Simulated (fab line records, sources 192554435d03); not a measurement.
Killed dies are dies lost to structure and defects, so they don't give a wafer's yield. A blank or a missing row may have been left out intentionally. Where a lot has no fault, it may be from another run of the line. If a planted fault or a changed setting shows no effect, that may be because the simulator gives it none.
Which tool is to blame? || flow n5Finfet || at 1 step of a route of 1938, 11 lots with 31 wafers sampled

WHAT THE GAUGES READ, wafer by wafer
N5_MOL_CONTACT_COAG_INSPECT_57: inspects for defects (brightfield).
{"lot": "L463", "measured": "day 5 20:54", "on": "defectInspect-01", "rawDefectCount": "227 223 233"}
{"lot": "L464", "measured": "day 6 01:28", "on": "defectInspect-02", "rawDefectCount": "220 190"}
{"lot": "L466", "measured": "day 6 16:34", "on": "defectInspect-02", "rawDefectCount": "122 153 149"}
{"lot": "L467", "measured": "day 6 16:55", "on": "defectInspect-01", "rawDefectCount": "218 182 250"}
{"lot": "L469", "measured": "day 7 02:11", "on": "defectInspect-01", "rawDefectCount": "214 256 228"}
{"lot": "L470", "measured": "day 7 10:03", "on": "defectInspect-02", "rawDefectCount": "207 174"}
{"lot": "L475", "measured": "day 8 20:38", "on": "defectInspect-01", "rawDefectCount": "196 141 222"}
{"lot": "L476", "measured": "day 9 00:05", "on": "defectInspect-02", "rawDefectCount": "116 165 144"}
{"lot": "L481", "measured": "day 10 07:02", "on": "defectInspect-02", "rawDefectCount": "176 302 268"}
{"lot": "L482", "measured": "day 10 09:17", "on": "defectInspect-02", "rawDefectCount": "254 229 195"}
{"lot": "L483", "measured": "day 10 13:50", "on": "defectInspect-01", "rawDefectCount": "222 270 189"}

TOOL THAT RAN EACH LOT (tool first, then ch and the chambers of the sampled wafers, then the start)
There is no process step in the record ahead of these readings.

THE ANSWER, worked out from the rows above alone
Rule: the usual values come from the lots themselves. Put in order of their means at a reading, lots are off if they are a third of the lots or fewer, leave a main group of 4 or more, and stand apart from it by a gap of 3 or more times the standard deviation of the main group's means; of several such gaps the widest counts. Not used: any main group whose means are identical at the precision the tables above print for the reading. Also off: a lot with no number at a reading for which 4 or more lots have one. Where the step has rows for the other lots, those lots are counted as sound.
No lot is off at any reading shown: from this, nothing can be told.

WHAT THE SIMULATOR PUT IN
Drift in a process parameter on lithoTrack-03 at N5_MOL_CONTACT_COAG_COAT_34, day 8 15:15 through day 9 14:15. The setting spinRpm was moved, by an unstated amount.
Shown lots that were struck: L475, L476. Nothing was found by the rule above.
